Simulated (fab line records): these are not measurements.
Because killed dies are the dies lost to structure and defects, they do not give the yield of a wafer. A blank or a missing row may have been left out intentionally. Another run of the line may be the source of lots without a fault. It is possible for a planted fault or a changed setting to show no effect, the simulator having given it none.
Comparing a struck lot with a sound one + flow n5 finfet + 27 steps out of a route of 1938
Sound: wafers L462.1, L462.2, L462.5. Wafers struck: L472.2, L472.4, L472.6. The cause is given at the end.
Each step with rows lists, per side, the tool, then ch with its chambers, then its first start. Under that, the readings that differ: sound wafers + struck wafers + difference of the means + sigmas: that difference in standard deviations of wafers without a fault.
alike: readings with means less than 2 such deviations apart, plus words and numbers identical on both sides. not compared: withheld readings, readings lacking a value on some wafer, bounds such as >300 that could conceal the same value, and numbers that have no deviation in the record and whose values overlap.
Wherever a step has rows on one side only, a row that says differs or no value, or a row with sigmas, the two part there. Numbers that don't overlap but have no deviation are shown without sigmas and don't part them. Lack of a reading on every wafer of one side parts them only where that side has two or more wafers.

first, 2 steps without rows for these wafers: N5_BEOL_M13_SPUTTER_45 (material Cu, target thk 80 nm, time 13.33 s); N5_BEOL_M13_ECD_47 (material Cu, target thk 936 nm).
N5_BEOL_M13_ANNEAL_48: time 90 s.
  sound on rtp anneal-01 ch 0, day 11 09:34; struck on rtp anneal-02 ch 0, day 13 18:43
  alike: wafer_temp_C_max
then, 1 step without rows for these wafers: N5_BEOL_M13_CMP_49 (polishes, stops on SiOC, t overpolish 17.1 s, target thk 420 nm).
N5_BEOL_M13_THK_MEAS_50: measures by xrf.
  struck on film metro-02, day 13 19:15; sound on film metro-02, day 11 10:09
  alike: M13_THK
then, 1 step without rows for these wafers: N5_BEOL_M13_PRE_CLEAN_52 (time 15 s).
N5_BEOL_M13_DEP_53: deposits SiCN from 3MS/NH3, target thk 50 nm, time 17.8 s.
  sound on pecvd-03 ch 0,1,2, day 11 10:13; struck on pecvd-02 ch 0,2, day 13 19:19
  alike: showerhead plenum p Torr, throttle valve pct
N5_BEOL_M13_RS_MEAS_54: uses a four-point probe to measure.
  struck on film metro-01, day 13 19:23; sound on film metro-01, day 11 10:17
  alike: M13_RS
N5_BEOL_M13_INSPECT_55: inspects for defects (darkfield).
  struck on defect inspect-01, day 13 19:25; sound on defect inspect-02, day 11 10:18
  alike: raw defect count
then, 1 step without rows for these wafers: N5_BEOL_M14_ILD_DEP_00 (deposits SiO2 from TEOS/O2, target thk 1119.3 nm, time 237.4 s).
N5_BEOL_M14_THK_MEAS_01:
  struck on film metro-02, day 13 19:38; sound on film metro-02, day 11 10:32
  alike: M14_ILD_THK
then, 1 step without rows for these wafers: N5_BEOL_M14_COAT_58 (time 60 s, resist thk 89 nm).
N5_BEOL_M14_COAT_04: resist thk 800 nm.
  sound on litho track-04 ch 0, day 11 10:34; struck on litho track-04 ch 0, day 13 19:40
| reading                                    | sound                | struck               | difference | sigmas |
|--------------------------------------------|----------------------|----------------------|------------|--------|
| resist line temp C (C)                     | 23.16 23.09 23.22    | 22.99 22.95 22.87    | -0.22      | -2     |
| spin speed rpm (rpm)                       | 1705.3 1704.3 1705.4 | 1756.9 1755.5 1755.8 | +51.1      | +46    |
| model.coat_of_BEOL_M14_COAT_04.thk nm (nm) | 800.2 800.4 801      | 787.4 788.2 787      | -13.0      |        |
then, 6 steps without rows for these wafers: N5_BEOL_M14_EBR_06; N5_BEOL_M14_SOFTBAKE_05 (time 60 s); N5_BEOL_M14_EXPOSE_07 (exposes mask V13); N5_BEOL_M14_PEB_08 (peb time 90 s); N5_BEOL_M14_DEVELOP_09 (develop time 45 s); N5_BEOL_M14_HARDBAKE_14 (time 120 s).
N5_BEOL_M14_CD_MEAS_10: the cd target is 250 nm.
  sound on cd sem-01 ch 0, day 11 10:50; struck on cd sem-02 ch 0, day 13 20:04
  alike: cd nm
N5_BEOL_M14_OVL_MEAS_11:
  sound on overlay-01 ch 0, day 11 10:52; struck on overlay-02 ch 0, day 13 20:06
  alike: V13_OVL
N5_BEOL_M14_INSPECT_12: inspects for defects (macro).
  struck on defect inspect-01, day 13 20:07; sound on defect inspect-02, day 11 10:53
  alike: raw defect count
N5_BEOL_M14_DESCUM_15: chemistry O2, time 7.9 s.
  sound on rie diel-01 ch 0,1, day 11 10:56; struck on rie diel-05 ch 0,2,3, day 13 20:09
  alike: bias power w, drypump motor current A, oes product au, rf vpp V, showerhead plenum p Torr, throttle valve pct
  not compared: rf hours counter h
N5_BEOL_M14_ETCH_59: etches BARC in N2/H2, target depth 89 nm, overetch 26.7 nm, time 67.9 s.
  sound on rie diel-01 ch 0,1, day 11 10:59; struck on rie diel-05 ch 0,2,3, day 13 20:11
  alike: drypump motor current A, n2 flow sccm, oes product au, rf vpp V, showerhead plenum p Torr, throttle valve pct
  not compared: rf hours counter h
N5_BEOL_M14_VIA_ETCH_16: etches SiO2 in C4F8/O2/Ar, target depth 1231.3 nm.
  sound on rie diel-01 ch 0,1, day 11 11:04; struck on rie diel-05 ch 0,2,3, day 13 20:14
| reading                                    | sound           | struck          | difference | sigmas |
|--------------------------------------------|-----------------|-----------------|------------|--------|
| model.coat_of_BEOL_M14_COAT_04.thk nm (nm) | 452.6 457.2 450 | 449.4 441.6 444 | -8.3       |        |
  alike: C4F8_flow_sccm, drypump motor current A, oes product au, rf vpp V, showerhead plenum p Torr, throttle valve pct
N5_BEOL_M14_STRIP_63: strips in O2.
  sound: rie diel-01 ch 0,1; struck: rie diel-05 ch 0,2,3
  alike: drypump motor current A, oes product au, rf vpp V, showerhead plenum p Torr, throttle valve pct
  not compared: rf hours counter h
N5_PASSIVATION_PROBE_49:
  only the struck wafers here have rows in the record (prober-02, day 15 00:41); the sound ones have none

WHERE THEY PART
Last at N5_PASSIVATION_PROBE_49 as far as this record goes, first at N5_BEOL_M14_COAT_04.

WHY: what had been put in by the simulator
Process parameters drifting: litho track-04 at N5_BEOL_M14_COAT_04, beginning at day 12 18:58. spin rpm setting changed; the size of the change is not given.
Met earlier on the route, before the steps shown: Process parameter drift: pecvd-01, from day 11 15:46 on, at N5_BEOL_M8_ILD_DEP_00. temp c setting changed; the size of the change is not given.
